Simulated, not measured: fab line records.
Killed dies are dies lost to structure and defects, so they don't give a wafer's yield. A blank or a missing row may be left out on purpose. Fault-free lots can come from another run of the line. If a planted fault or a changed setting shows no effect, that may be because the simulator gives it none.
Which of the tools did it? -- flow nand_harc -- 18 wafers from 6 lots sampled at 5 of the route's 1302 steps

WHAT THE GAUGES READ, wafer by wafer
NHARC_A_DECK1_JOINT_THK_MEAS_17: measures by ellipsometry.
lot,measured,on,thk_nm (nm)
L235,day 14 09:19,film_metro-02,45.0 46.5 43.5
L237,day 15 13:22,film_metro-02,43.2 45.2 46.9
L240,day 16 12:20,film_metro-01,44.9 44.9 44.0
L242,day 18 02:01,film_metro-01,45.1 46.6 41.6
L251,day 21 12:20,film_metro-01,45.3 43.4 42.8
L253,day 22 02:13,film_metro-02,44.9 45.5 44.6

WHAT TOOL EACH LOT RAN ON (gives the tool, then ch and the chambers of the sampled wafers, and finally the start)
lot,NHARC_A_CHANNEL_HOLE_D1_ETCH_25,NHARC_A_CHANNEL_FILL_D1_ALD_02,NHARC_A_DECK1_JOINT_ETCHBACK_07,NHARC_A_DECK1_JOINT_DEP_16
L235,"har_etch-02 ch 0,1, day 10 16:35","ald_hk-01 ch 0,1, day 10 19:44","rie_si-04 ch 0,1, day 13 01:14","pecvd-03 ch 0,1,2, day 14 09:02"
L237,"har_etch-01 ch 1, day 11 23:32","ald_hk-01 ch 0,1,2, day 12 02:51","rie_si-05 ch 2,3, day 14 04:20","pecvd-04 ch 0,1,2, day 15 13:05"
L240,"har_etch-01 ch 0,1, day 12 23:41","ald_hk-01 ch 1,2,3, day 13 02:50","rie_si-05 ch 2,3, day 15 01:37","pecvd-04 ch 0,1,2, day 16 12:04"
L242,"har_etch-01 ch 0,1, day 14 05:57","ald_hk-03 ch 0,3, day 14 08:56","rie_si-05 ch 1,2,3, day 16 08:40","pecvd-01 ch 0,1,2, day 18 01:44"
L251,"har_etch-02 ch 0,1, day 17 23:39","ald_hk-02 ch 0,2,3, day 18 02:40","rie_si-04 ch 0,1,3, day 20 02:59","pecvd-04 ch 0,1,2, day 21 12:04"
L253,"har_etch-01 ch 0,1, day 18 07:33","ald_hk-03 ch 1,3, day 18 10:39","rie_si-05 ch 0,1,2, day 20 08:53","pecvd-04 ch 0,2, day 22 01:59"
- NHARC_A_CHANNEL_HOLE_D1_ETCH_25: etches the open film in C4F8/O2/Ar, time 1040.2 s, target depth 1500 nm.
- NHARC_A_CHANNEL_FILL_D1_ALD_02: deposits SiO2, target thk 6 nm, pulse time 10 s, ald cycles 60.
- NHARC_A_DECK1_JOINT_ETCHBACK_07: etches the open film in HBr, target depth 105 nm, time 26.9 s.
- NHARC_A_DECK1_JOINT_DEP_16: deposits SiO2, target thk 45 nm.

THE ANSWER, worked out from the rows above alone
Rule: what is usual is taken from the lots themselves. The widest of any qualifying gaps counts: lots, ordered by their means at a reading, are off when they make up no more than a third of the lots, leave a main group of 4 or more, and stand apart from it by 3 or more times the standard deviation of that group's means. If all means in a main group match to the digits the tables above print for the reading, that group is not used. A lot without any number at a reading at which 4 lots or more have one is off too. Where the step has rows for the other lots, those lots are counted as sound.
No lot is off on any of the readings shown, so nothing can be concluded from this.

WHAT THE SIMULATOR PUT IN
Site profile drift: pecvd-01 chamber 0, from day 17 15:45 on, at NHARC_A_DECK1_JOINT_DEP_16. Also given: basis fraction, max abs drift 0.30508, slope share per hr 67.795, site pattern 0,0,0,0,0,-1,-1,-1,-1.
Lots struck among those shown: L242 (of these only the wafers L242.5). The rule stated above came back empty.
